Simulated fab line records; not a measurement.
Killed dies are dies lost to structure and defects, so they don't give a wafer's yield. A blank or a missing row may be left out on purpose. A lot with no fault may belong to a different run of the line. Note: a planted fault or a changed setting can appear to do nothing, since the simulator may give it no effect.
Matching of chambers	flow n5Finfet	N5_BEOL_M15_ILD_DEP_00 on pecvd-04: 3 sister chambers
The step deposits SiO2 from TEOS/O2, target thk 1629.3 nm, time 346.1 s. 3 wafers are shown with their chamber, then 10 later ones without.

## WAFERS WITH THEIR CHAMBER
wafer	chamber	throttleValvePct (%)
L088.3	2	17.8
L088.5	1	20.4
L090.5	0	20.8

## WAFERS WHOSE CHAMBER IS MISSING
wafer	throttleValvePct (%)
L090.6	18.0
L089.1	20.7
L089.2	20.4
L089.6	20.1
L091.1	18.2
L091.5	20.6
L091.6	20.5
L094.2	20.7
L094.4	17.8
L094.6	20.7

## EACH ONE'S CHAMBER
wafer	from the rows above	in truth
L090.6	2	2
L089.1	can't be placed: 0 or 1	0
L089.2	1	1
L089.6	1	1
L091.1	2	2
L091.5	can't be placed: 0 or 1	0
L091.6	can't be placed: 1 or 0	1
L094.2	can't be placed: 0 or 1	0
L094.4	2	2
L094.6	can't be placed: 0 or 1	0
Placed correctly: 5 of 10. Not placeable from these rows: 5 (in 5, the candidates include the true chamber). 0 placed wrongly.
How it was worked out, from the rows above alone: a wafer's distance from a chamber is the root of the sum, over the readings, of the square of ((its reading less the chamber's mean) divided by the reading's scatter). The wafer belongs to the nearest chamber; if the next one is less than 2 further off, it can't be placed. The mean given for a chamber averages the wafers shown for that chamber. The scatter (one wafer shown for each chamber): square how far every hidden wafer sits from the nearest shown wafer, average those squares and take the square root.
